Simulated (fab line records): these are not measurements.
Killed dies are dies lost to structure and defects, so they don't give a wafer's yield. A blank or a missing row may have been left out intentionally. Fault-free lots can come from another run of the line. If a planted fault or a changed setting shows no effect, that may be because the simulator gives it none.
fab line records	flow nand_harc
record: lots: 12	wafers: 36	last_day: 34
route steps=1302 shown A_STAIRCASE@673 END@1302
lots that met no fault: taken from a fault-free run of the same line
start_h: hours from the record's opening day to when the first of the lot's shown wafers began	wait_h: hours from the lot's prior step to this one	" unchanged from the row above	L1.1+2: a row that stands for several wafers	- no value, or no start given	* or withheld: withheld	< > ~ a bound
route shown NAME@n: a module of which the file shows steps, and the number in the route of the first	usual: the fault-free wafers' mean and standard deviation	same: alike in all rows	chamber/n: place in a boat	sites: the reading at each site	_std_site: their standard deviation	_edge_site: inner sites' mean taken away from outer sites' mean	radius_mm: how far each site lies from the wafer's centre	mask NAME#n: copy n	behind: tool/chamber where the wafer was last shaped	hold: why the lot was held/for how many hours/how that ended	device: names the non-switching transistor (n, p or np)	end of line: the tests these same wafers got at the end of their route	where a step has no rows: the recipe by itself	killed: at the first sort, the dies lost to defects and structure; wafer yield is something else	map: the dies of a wafer, with x for killed, . for not killed, _ for no die there
set.NAME: the run value of the setting; set.NAME@STEP: its run value at that earlier step	model.NAME: the simulator's own value behind a step, which no gauge read
one table for each step of the route and one row for each wafer, over a sample of lots
services: from which hour (start_h, from the record's first day; less than 0 if before it) a tool's chamber was out of use, for how many hours, and why
== steps ==
step: NHARC_A_STAIRCASE_ETCH_17
recipe: target_depth_a: 1000	time_s: 40.5	ion_energy_ev: 400	c4f8_flow_sccm: 20	o2_flow_sccm: 10	ar_flow_sccm: withheld	rf_w: 600	bias_w: 1000	chemistry: C4F8/O2
usual: oes_product_au: 0.945/0.0083	rf_fwd_power_W: 592/3.5	rf_vpp_V: 895/5.4
lot.wafer	tool	chamber	start_h	wait_h	oes_product_au	rf_fwd_power_W	rf_hours_counter_h	rf_vpp_V
L900.3	rie_diel-03	1	-	-	0.943	594	28	905
L900.2	"	3	"	"	0.951	592	31	901
L900.6	"	1	"	"	0.937	591	-	904
L901.1	rie_diel-10	1	-	-	0.938	594	39	905
L901.5	"	1	"	"	0.946	592	-	905
L901.6	"	2	"	"	0.949	593	-	890
L903.3	rie_diel-10	3	-	-	0.948	588	45	897
L903.6	"	3	"	"	0.953	588	-	897
L903.5	"	0	"	"	0.943	586	-	897
L904.1	rie_diel-04	0	-	-	0.946	586	12	893
L904.6	"	1	"	"	0.952	591	-	896
L904.5	"	2	"	"	0.950	594	-	892
L906.3	rie_diel-10	2	-	-	0.946	591	57	891
L906.2	"	1	"	"	0.936	591	52	904
L906.4	"	1	"	"	0.938	592	-	904
L908.1	rie_diel-10	3	-	-	0.941	593	6	898
L908.2	"	1	"	"	0.936	592	6	902
L908.4	"	2	"	"	0.942	592	-	891
L910.2	rie_diel-10	2	-	-	0.935	595	8	892
L910.4	"	3	"	"	0.940	593	-	896
L910.5	"	2	"	"	0.932	595	-	892
L911.1	rie_diel-04	1	-	-	0.949	591	33	895
L911.5	"	1	"	"	0.949	592	-	895
L911.4	"	0	"	"	0.952	587	-	893
L917.2	rie_diel-10	3	-	-	0.945	589	40	896
L917.6	"	0	"	"	0.944	589	-	897
L917.5	"	1	"	"	0.933	593	-	902
L918.4	rie_diel-03	1	-	-	0.943	593	31	905
L918.1	"	3	"	"	0.942	591	31	899
L918.5	"	1	"	"	0.945	594	-	904
L921.4	rie_diel-04	0	-	-	0.950	583	10	892
L921.6	"	1	"	"	0.945	591	-	894
L921.5	"	2	"	"	0.950	598	-	888
L922.4	rie_diel-04	1	-	-	0.954	591	20	895
L922.2	"	2	"	"	0.953	597	17	889
L922.1	"	0	"	"	0.945	585	19	891
step: NHARC_A_STAIRCASE_ETCH_21
recipe: target_depth_a: 1000	time_s: 40.5	ion_energy_ev: 400	c4f8_flow_sccm: 20	o2_flow_sccm: 10	ar_flow_sccm: withheld	rf_w: 600	bias_w: 1000	chemistry: C4F8/O2
usual: oes_product_au: 0.954/0.014	rf_fwd_power_W: 591/3.5	rf_vpp_V: 895/5.2
lot.wafer	tool	chamber	start_h	wait_h	oes_product_au	rf_fwd_power_W	rf_hours_counter_h	rf_vpp_V
L900.2	rie_diel-04	1	-	-	0.957	593	0	897
L900.3	"	2	"	"	0.975	593	0	889
L900.6	"	1	"	"	0.964	594	-	894
L901.1	rie_diel-10	2	-	-	0.953	595	42	890
L901.5	"	3	"	"	0.947	592	-	897
L901.6	"	0	"	"	0.956	588	-	896
L903.3	rie_diel-10	2	-	-	0.951	594	49	891
L903.5	"	0	"	"	0.947	588	-	897
L903.6	"	2	"	"	0.946	593	-	891
L904.1	rie_diel-04	1	-	-	0.945	593	10	896
L904.5	"	2	"	"	0.945	597	-	890
L904.6	"	3	"	"	0.952	589	-	889
L906.4	rie_diel-04	3	-	-	0.962	589	19	889
L906.3	"	0	"	"	0.982	585	17	893
L906.2	"	1	"	"	0.978	596	15	895
L908.2	rie_diel-04	3	452.52	0.3	0.947	591	35	887
L908.1	"	1	"	"	0.956	589	31	895
L908.4	"	1	"	"	0.955	590	-	895
L911.1	rie_diel-10	1	-	-	0.961	594	9	902
L911.4	"	3	"	"	0.965	595	-	898
L911.5	"	2	"	"	0.969	593	-	891
L910.2	rie_diel-04	0	-	-	0.941	584	38	894
L910.5	"	1	"	"	0.933	595	-	895
L910.4	"	3	"	"	0.941	592	-	888
L917.2	rie_diel-10	2	-	-	0.953	597	40	890
L917.5	"	2	"	"	0.943	597	-	888
L917.6	"	3	"	"	0.946	591	-	897
L918.4	rie_diel-04	2	-	-	0.951	595	6	890
L918.1	"	3	"	"	0.950	587	4	885
L918.5	"	1	"	"	0.953	594	-	894
L921.4	rie_diel-04	1	-	-	0.944	593	11	895
L921.6	"	3	"	"	0.944	591	-	888
L921.5	"	0	"	"	0.953	583	-	891
L922.2	rie_diel-04	1	-	-	0.953	594	20	895
L922.1	"	3	"	"	0.946	589	14	886
L922.4	"	0	"	"	0.944	585	20	891
step: NHARC_A_STAIRCASE_TRIM_24
recipe: time_s: 211.2	o2_flow_sccm: 500	ar_flow_sccm: 0	bias_w: 0	chemistry: O2
usual: bias_w: 0/0	chamber_pressure_mTorr: 60.00/0.056	drypump_motor_current_A: 5.9/0.43	oes_product_au: 1.003/0.0068	rf_vpp_V: 57.8/1	showerhead_plenum_p_Torr: 3.49/0.15	throttle_valve_pct: 17.037/0.0096
lot.wafer	tool	chamber	start_h	wait_h	bias_w	chamber_pressure_mTorr	drypump_motor_current_A	oes_product_au	rf_hours_counter_h	rf_vpp_V	showerhead_plenum_p_Torr	throttle_valve_pct
L900.3	rie_diel-04	0	371.25	-	0	59.93	5.4	1.006	0	56.8	3.46	17.034
L900.2	"	2	"	"	0	60.08	6.0	1.010	0	59.3	3.36	17.043
L900.6	"	0	"	"	0	60.07	5.4	1.016	-	57.0	3.46	17.034
L901.1	rie_diel-10	0	372.14	-	0	60.05	5.9	0.999	36	58.6	3.54	17.040
L901.6	"	1	"	"	0	59.98	5.8	0.999	-	58.8	3.75	17.044
L901.5	"	2	"	"	0	59.99	6.3	1.006	-	58.4	3.40	17.033
L903.3	rie_diel-10	2	385.03	-	0	59.92	6.3	1.026	49	57.1	3.40	17.031
L903.5	"	0	"	"	0	59.96	5.9	1.003	-	58.5	3.54	17.024
L903.6	"	3	"	"	0	59.93	5.4	1.007	-	57.6	3.56	17.032
L904.1	rie_diel-04	2	394.11	-	0	60.01	6.0	1.012	12	56.8	3.36	17.044
L904.6	"	2	"	"	0	59.93	6.0	1.008	-	58.2	3.36	17.030
L904.5	"	3	"	"	0	60.05	5.7	0.997	-	56.4	3.33	17.041
L906.4	rie_diel-04	1	412.43	-	0	60.00	6.4	1.000	15	58.1	3.51	17.031
L906.3	"	3	"	"	0	60.04	5.7	1.004	19	58.8	3.33	17.033
L906.2	"	0	"	"	0	59.97	5.4	1.009	17	57.2	3.45	17.024
L908.1	rie_diel-04	1	452.97	-	-	-	-	-	-	-	-	-
L908.2	"	3	"	"	-	-	-	-	-	-	-	-
L908.4	"	1	"	"	-	-	-	-	-	-	-	-
L911.1	rie_diel-10	2	459.54	-	-	-	-	-	-	-	-	-
L911.4	"	3	"	"	-	-	-	-	-	-	-	-
L911.5	"	2	"	"	-	-	-	-	-	-	-	-
L910.2	rie_diel-04	3	466.99	-	-	-	-	-	-	-	-	-
L910.5	"	0	"	"	-	-	-	-	-	-	-	-
L910.4	"	3	"	"	-	-	-	-	-	-	-	-
L917.2	rie_diel-10	3	540.37	-	0	60.04	5.4	0.995	40	59.0	3.53	17.035
L917.5	"	3	"	"	0	59.98	5.4	1.002	-	57.9	3.53	17.030
L917.6	"	0	"	"	0	59.94	5.9	1.014	-	56.9	3.52	17.029
L918.4	rie_diel-04	3	553.88	-	0	60.00	5.7	1.003	5	56.7	3.30	17.046
L918.1	"	0	"	"	0	60.02	5.4	0.998	5	56.6	3.43	17.035
L918.5	"	3	"	"	0	60.02	5.7	0.998	-	58.2	3.30	17.026
L921.4	rie_diel-04	0	580.18	-	0	60.13	5.4	1.002	10	58.5	3.42	17.035
L921.6	"	1	"	"	0	60.02	6.4	1.009	-	56.8	3.48	17.037
L921.5	"	2	"	"	0	59.91	6.0	1.003	-	57.7	3.33	17.018
L922.1	rie_diel-04	0	601.08	-	0	59.93	5.4	1.003	20	54.9	3.42	17.016
L922.4	"	1	"	"	0	60.02	6.4	1.002	21	57.8	3.48	17.045
L922.2	"	2	"	"	0	60.07	6.0	0.998	17	57.5	3.33	17.043
step: NHARC_A_STAIRCASE_ETCH_25
recipe: target_depth_a: 1000	time_s: 40.5	ion_energy_ev: 400	c4f8_flow_sccm: 20	o2_flow_sccm: 10	ar_flow_sccm: withheld	rf_w: 600	bias_w: 1000	chemistry: C4F8/O2
usual: oes_product_au: 0.948/0.011	rf_fwd_power_W: 591/3.7	rf_vpp_V: 895/5.5
lot.wafer	tool	chamber	start_h	wait_h	oes_product_au	rf_fwd_power_W	rf_hours_counter_h	rf_vpp_V
L900.3	rie_diel-04	2	-	-	0.968	594	1	891
L900.2	"	0	"	"	0.950	585	1	894
L900.6	"	2	"	"	0.967	595	-	890
L901.1	rie_diel-10	0	-	-	0.950	587	36	895
L901.6	"	3	"	"	0.952	589	-	896
L901.5	"	0	"	"	0.940	589	-	895
L903.3	rie_diel-10	3	-	-	0.937	589	46	897
L903.5	"	2	"	"	0.952	595	-	891
L903.6	"	3	"	"	0.943	590	-	897
L904.1	rie_diel-04	3	-	-	0.938	590	15	889
L904.6	"	2	"	"	0.944	597	-	889
L904.5	"	3	"	"	0.945	589	-	888
L906.2	rie_diel-04	0	-	-	0.961	583	17	893
L906.4	"	1	"	"	0.955	593	15	897
L906.3	"	2	"	"	0.953	595	17	888
L908.2	rie_diel-04	3	-	-	0.933	589	35	887
L908.1	"	1	"	"	0.946	591	32	894
L908.4	"	3	"	"	0.931	590	-	889
L911.1	rie_diel-10	1	-	-	0.922	596	9	905
L911.5	"	2	"	"	0.943	597	-	892
L911.4	"	1	"	"	0.938	594	-	904
L910.2	rie_diel-04	0	-	-	0.949	587	43	891
L910.4	"	1	"	"	0.947	591	-	895
L910.5	"	0	"	"	0.948	584	-	892
L917.2	rie_diel-10	0	-	-	0.951	590	22	894
L917.6	"	1	"	"	0.940	592	-	902
L917.5	"	2	"	"	0.950	598	-	892
L918.1	rie_diel-04	1	-	-	0.960	590	6	895
L918.4	"	0	"	"	0.953	585	5	891
L918.5	"	1	"	"	0.955	591	-	894
L921.4	rie_diel-04	2	-	-	0.945	598	12	889
L921.6	"	0	"	"	0.975	587	-	894
L921.5	"	1	"	"	0.947	595	-	894
L922.2	rie_diel-04	3	-	-	0.943	589	15	887
L922.1	"	0	"	"	0.951	586	20	892
L922.4	"	1	"	"	0.960	593	21	895
step: NHARC_END_SORT_01
recipe: temp_c: 25
usual: killed_at_array: 63/18	killed_at_other: 1.1/1.3	killed_at_periphery: 4.3/2.8	killed_dies: 68/18	killed_open: 3.3/2	killed_short: 2.4/1.6
same: gross_dies: 677
lot.wafer	tool	chamber	start_h	wait_h	hold	killed_at_array	killed_at_other	killed_at_periphery	killed_dies	killed_open	killed_short
L908.1	prober-01	0	728.97	2.5	await_dispo/4.4h/scrap	670	1	6	677	2	5
L908.2	prober-01	0	729.76	2.8	await_dispo/4.4h/scrap	670	0	7	677	5	2
L908.4	prober-01	0	731.35	3.4	await_dispo/4.4h/scrap	669	1	7	677	2	4
L906.2	prober-02	0	729.89	2.8	-	65	3	1	69	6	2
L906.3	prober-02	0	730.68	3.1	-	82	4	0	86	2	7
L906.4	prober-02	0	731.47	3.4	-	65	2	3	70	6	4
L911.1	prober-02	0	736.86	2.5	await_dispo/3.3h/scrap	668	1	8	677	6	2
L911.4	prober-02	0	739.29	3.4	await_dispo/3.3h/scrap	674	0	3	677	3	3
L911.5	prober-02	0	740.10	3.7	await_dispo/3.3h/scrap	673	0	4	677	6	1
L910.2	prober-01	0	745.36	2.8	await_dispo/1.9h/scrap	670	1	6	677	2	1
L910.4	prober-01	0	746.95	3.4	await_dispo/1.9h/scrap	665	1	11	677	2	2
L910.5	prober-01	0	747.75	3.7	await_dispo/1.9h/scrap	675	1	1	677	4	5
killed by level:class
L908.1 A_STAIRCASE:area_trim=650 A_CHANNEL_HOLE_D1:chamber_film_flake=6 P_BONDPAD:chamber_film_flake=4 A_STAIRCASE:chamber_film_flake=4 A_WL_FILL:geometric_particle:short=3 P_STI:geometric_particle:short=1 P_M0:geometric_particle:open=1 A_ONON_D1:geometric_particle:short=1
L908.2 A_STAIRCASE:area_trim=653 A_CHANNEL_HOLE_D1:chamber_film_flake=3 A_CHANNEL_HOLE_D2:unspecified=3 A_ONON_D1:geometric_particle:open=2 P_ZERO_WELL:chamber_film_flake=2 A_STAIRCASE:chamber_film_flake=2 P_STI:geometric_particle:open=1 P_M0:geometric_particle:open=1
L906.2 A_CHANNEL_HOLE_D2:chamber_film_flake=34 A_SLIT:chamber_film_flake=18 A_M1:geometric_particle:open=2 A_CHANNEL_HOLE_D1:chamber_film_flake=2 A_CONTACT:chamber_film_flake=2 THIN_TSV:chamber_film_flake=2 A_ONON_D1:geometric_particle:open=1 A_CHANNEL_FILL_D1:geometric_particle:open=1
L906.3 A_SLIT:chamber_film_flake=35 A_CHANNEL_HOLE_D2:chamber_film_flake=31 A_WL_FILL:geometric_particle:short=4 THIN_TSV:chamber_film_flake=4 A_STAIRCASE:chamber_film_flake=3 A_CHANNEL_HOLE_D1:chamber_film_flake=2 A_CHANNEL_FILL_D1:geometric_particle:short=1 A_DECK1_JOINT:geometric_particle:short=1
L908.4 A_STAIRCASE:area_trim=647 A_CHANNEL_HOLE_D1:chamber_film_flake=6 P_BONDPAD:chamber_film_flake=5 A_STAIRCASE:chamber_film_flake=5 A_SLIT:chamber_film_flake=3 P_M0:geometric_particle:short=2 A_CHANNEL_HOLE_D2:unspecified=2 A_ONON_D1:geometric_particle:short=1
L906.4 A_CHANNEL_HOLE_D2:chamber_film_flake=28 A_SLIT:chamber_film_flake=20 A_CHANNEL_HOLE_D1:chamber_film_flake=3 A_DECK1_JOINT:chamber_film_flake=3 THIN_TSV:chamber_film_flake=2 P_GATE:geometric_particle:open=1 P_M0:geometric_particle:open=1 A_CHANNEL_HOLE_D1:geometric_particle:short=1
L911.1 A_STAIRCASE:area_trim=616 A_SLIT:chamber_film_flake=26 A_CHANNEL_HOLE_D2:chamber_film_flake=10 A_CONTACT:chamber_film_flake=7 P_M1:geometric_particle:open=2 P_CONTACT:chamber_film_flake=2 A_CHANNEL_HOLE_D1:chamber_film_flake=2 P_CONTACT:geometric_particle:open=1
L911.4 A_STAIRCASE:area_trim=608 A_SLIT:chamber_film_flake=34 A_CONTACT:chamber_film_flake=8 A_CHANNEL_HOLE_D2:chamber_film_flake=7 A_CHANNEL_HOLE_D1:chamber_film_flake=6 A_STAIRCASE:chamber_film_flake=3 A_WL_FILL:chamber_film_flake=3 P_CONTACT:geometric_particle:short=1
L911.5 A_STAIRCASE:area_trim=613 A_SLIT:chamber_film_flake=29 A_CHANNEL_HOLE_D2:chamber_film_flake=13 A_CONTACT:chamber_film_flake=9 A_CHANNEL_HOLE_D1:chamber_film_flake=3 P_CONTACT:geometric_particle:open=2 P_GATE:geometric_particle:open=1 P_M2:geometric_particle:open=1
L910.2 A_STAIRCASE:area_trim=599 A_CHANNEL_HOLE_D1:chamber_film_flake=33 A_SLIT:chamber_film_flake=29 P_GATE:chamber_film_flake=5 A_M0:geometric_particle:open=2 A_STAIRCASE:chamber_film_flake=2 A_CONTACT:chamber_film_flake=2 A_CHANNEL_FILL_D2:geometric_particle:short=1
L910.4 A_STAIRCASE:area_trim=582 A_SLIT:chamber_film_flake=32 A_CHANNEL_HOLE_D1:chamber_film_flake=30 P_GATE:chamber_film_flake=8 A_CONTACT:chamber_film_flake=8 A_WL_FILL:chamber_film_flake=4 A_STAIRCASE:chamber_film_flake=3 A_CHANNEL_FILL_D1:geometric_particle:open=1
L910.5 A_STAIRCASE:area_trim=603 A_CHANNEL_HOLE_D1:chamber_film_flake=31 A_SLIT:chamber_film_flake=23 A_CONTACT:chamber_film_flake=5 A_WL_FILL:chamber_film_flake=3 P_M0:geometric_particle:short=1 A_ONON_D1:geometric_particle:open=1 A_CHANNEL_HOLE_D1:geometric_particle:short=1
== services ==
tool	chamber	start_h	hours	kind
rie_diel-04	-	355.03	9.0	pm
rie_diel-04	0	355.03	9.0	vent_cycle
rie_diel-04	1	355.03	9.0	vent_cycle
rie_diel-04	2	355.03	9.0	vent_cycle
rie_diel-04	3	355.03	9.0	vent_cycle
rie_diel-04	0	364.03	-	clean
rie_diel-04	0	364.03	-	consumable_replace:focus_ring
rie_diel-04	1	364.03	-	clean
rie_diel-04	2	364.03	-	clean
rie_diel-04	3	364.03	-	clean
rie_diel-10	1	378.57	7.1	repair
rie_diel-03	2	388.47	3.9	repair
rie_diel-04	0	389.51	-	clean
rie_diel-10	0	408.18	57.3	repair
rie_diel-10	-	421.20	9.0	pm
rie_diel-04	3	426.47	1.7	repair
rie_diel-04	2	445.86	34.0	repair
rie_diel-03	-	460.74	9.0	pm
rie_diel-03	0	475.38	9.6	repair
rie_diel-03	2	490.23	16.0	repair
rie_diel-04	0	505.96	4.3	repair
rie_diel-04	2	523.84	18.4	repair
rie_diel-04	-	532.03	9.0	pm
rie_diel-10	-	598.20	9.0	pm
== key ==
first_sign: step: NHARC_A_STAIRCASE_TRIM_24	reading: tool_record	direction: missing
effect: step: NHARC_END_SORT_01	reading: killed_at_array	direction: up	sigmas: 34	usual: 63	struck: 670
more_kills_born_at: NHARC_A_STAIRCASE_TRIM_24@rie_diel-04: 3732	NHARC_A_STAIRCASE_TRIM_24@rie_diel-10: 1837
met_at NHARC_A_STAIRCASE_TRIM_24
struck_lots L908,L910,L911
later_rows_left_out L908.1,L908.2,L908.4,L910.2,L910.4,L910.5,L911.1,L911.4,L911.5
tester_left_out L908,L910,L911
not_acting_at NHARC_A_STAIRCASE_ETCH_17,NHARC_A_STAIRCASE_ETCH_21,NHARC_A_STAIRCASE_ETCH_25
onset_between 412.43 452.97
fault: kind: skipped_step_whole	tool: rie_diel-04,rie_diel-10	chamber: -	onset_h: 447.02	steps: NHARC_A_STAIRCASE_TRIM_24	scope: struck_lots_only
tester_left_out: of these lots the tester's yield and bins aren't shown, on N5 and GAA mostly nor the transistor test; their killed dies are dies lost to structure and defects alone, not to doping, threshold or leakage, so they don't give the yield
later_rows_left_out: the simulator's readings of these wafers behind a module that went badly wrong aren't trusted and aren't shown, but for the sort
